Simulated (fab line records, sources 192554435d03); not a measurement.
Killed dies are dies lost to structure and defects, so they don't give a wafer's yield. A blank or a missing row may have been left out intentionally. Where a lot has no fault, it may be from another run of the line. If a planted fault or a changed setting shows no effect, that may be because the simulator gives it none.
Matching of chambers / flow n5-finfet / N5_STI_FIN_REVEAL_ETCH_34 on rie-si-01: 4 sister chambers
The step etches Si in H2, material Si, target depth 0.97 nm. 4 wafers are shown with their chamber, then 9 later ones without.

== WAFERS WITH THEIR CHAMBER ==
wafer=L085.1; chamber=1; drypump-motor-current-A (A)=5.8
wafer=L085.6; chamber=0; drypump-motor-current-A (A)=6.6
wafer=L088.3; chamber=3; drypump-motor-current-A (A)=5.3
wafer=L088.5; chamber=2; drypump-motor-current-A (A)=4.9

== WAFERS WHOSE CHAMBER IS MISSING ==
wafer=L091.2; drypump-motor-current-A (A)=6.6
wafer=L091.3; drypump-motor-current-A (A)=5.8
wafer=L091.4; drypump-motor-current-A (A)=5.3
wafer=L095.1; drypump-motor-current-A (A)=5.4
wafer=L095.2; drypump-motor-current-A (A)=5.8
wafer=L095.4; drypump-motor-current-A (A)=4.9
wafer=L096.1; drypump-motor-current-A (A)=5.3
wafer=L096.3; drypump-motor-current-A (A)=5.8
wafer=L096.5; drypump-motor-current-A (A)=5.3

== CHAMBER TAKEN BY EACH ==
wafer=L091.2; from the rows above=0; in truth=0
wafer=L091.3; from the rows above=1; in truth=1
wafer=L091.4; from the rows above=3; in truth=3
wafer=L095.1; from the rows above=3; in truth=3
wafer=L095.2; from the rows above=1; in truth=1
wafer=L095.4; from the rows above=2; in truth=2
wafer=L096.1; from the rows above=3; in truth=3
wafer=L096.3; from the rows above=1; in truth=1
wafer=L096.5; from the rows above=3; in truth=3
9 of 9 placed correctly. Not placeable from these rows: 0. Placed wrongly: 0.
How it was worked out, from the rows above alone: a wafer's distance from a chamber is the root of the sum, over the readings, of the square of ((its reading less the chamber's mean) divided by the reading's scatter). The wafer belongs to the nearest chamber; if the next one is less than 2 further off, it can't be placed. A chamber's mean is the mean of its shown wafers. The scatter (one wafer shown for each chamber): square how far every hidden wafer sits from the nearest shown wafer, average those squares and take the square root.
